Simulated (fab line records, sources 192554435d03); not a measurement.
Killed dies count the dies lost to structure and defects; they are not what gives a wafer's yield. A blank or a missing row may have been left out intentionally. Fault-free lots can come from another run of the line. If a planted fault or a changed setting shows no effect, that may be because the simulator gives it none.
Chamber matching ; flow n5_finfet ; N5_BEOL_M10_ETCH_65 on rie_diel-04: 4 sister chambers
The step etches SiARC in CF4, target depth 39 nm, time 65 s. 4 wafers are shown with their chamber, then 7 later ones without.

== WAFERS, EACH WITH ITS CHAMBER ==
wafer;chamber;drypump_motor_current_A (A)
L076.2;3;5.22
L089.3;0;5.87
L089.4;2;5.42
L089.5;1;5.92

== WAFERS WITH NO CHAMBER GIVEN ==
wafer;drypump_motor_current_A (A)
L089.6;5.86
L092.1;5.93
L092.2;5.41
L092.3;5.88
L092.4;5.85
L092.5;5.89
L092.6;5.40

== WHICH CHAMBER EACH WENT THROUGH ==
wafer;from the rows above;in truth
L089.6;0;0
L092.1;1;1
L092.2;2;2
L092.3;can't be placed: 0 or 1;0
L092.4;0;0
L092.5;can't be placed: 0 or 1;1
L092.6;2;2
Placed correctly: 5 of 7. These rows do not allow placing 2 (true chamber among the candidates in 2). Placed wrongly: 0.
How it was worked out, from the rows above alone: a wafer's distance from a chamber is the root of the sum, over the readings, of the square of ((its reading less the chamber's mean) divided by the reading's scatter). The wafer belongs to the nearest chamber; if the next one is less than 2 further off, it can't be placed. For every chamber, the mean is computed from those of its wafers that are shown. The scatter: root of mean squared gap, hidden wafer to nearest shown wafer, with one shown wafer a chamber.
